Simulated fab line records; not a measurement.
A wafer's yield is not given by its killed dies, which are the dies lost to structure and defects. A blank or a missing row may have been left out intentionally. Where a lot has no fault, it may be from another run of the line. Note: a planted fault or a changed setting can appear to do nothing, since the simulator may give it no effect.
Matching of chambers ; flow nandHarc ; NHARC_THIN_TSV_DEP_43 on pecvd-01: 3 sister chambers
The step deposits SiO2, target thk 1328.5 nm. 6 wafers are shown with their chamber, then 10 later ones without.

== EACH WAFER AND ITS CHAMBER ==
wafer;chamber;throttleValvePct (%)
L275.5;0;15.8
L272.2;1;15.4
L272.3;2;16.2
L272.5;1;15.0
L274.1;2;16.2
L274.3;0;16.1

== WAFERS MISSING THEIR CHAMBER ==
wafer;throttleValvePct (%)
L274.6;15.2
L276.1;15.9
L276.2;15.4
L276.3;16.2
L280.1;15.5
L280.3;15.1
L280.5;16.3
L287.3;15.5
L287.4;16.5
L287.5;15.6

== WHICH CHAMBER EACH ONE RAN IN ==
wafer;from the rows above;in truth
L274.6;1;1
L276.1;can't be placed: 0 or 2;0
L276.2;can't be placed: 1 or 0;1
L276.3;can't be placed: 2 or 0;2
L280.1;can't be placed: 1 or 0 or 2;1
L280.3;1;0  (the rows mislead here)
L280.5;can't be placed: 2 or 0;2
L287.3;can't be placed: 1 or 0 or 2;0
L287.4;can't be placed: 2 or 0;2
L287.5;can't be placed: 0 or 1 or 2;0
1 of 10 placed correctly. Can't be placed from these rows: 8 (the true chamber is among the candidates in 8). Wrongly placed: 1.
How it was worked out, from the rows above alone: a wafer's distance from a chamber is the root of the sum, over the readings, of the square of ((its reading less the chamber's mean) divided by the reading's scatter). The wafer belongs to the nearest chamber; if the next one is less than 2 further off, it can't be placed. For every chamber, the mean is computed from those of its wafers that are shown. The scatter is the square root of a quotient: the sum, over the shown wafers, of each reading's squared deviation from its chamber's mean, divided by wafers minus chambers.
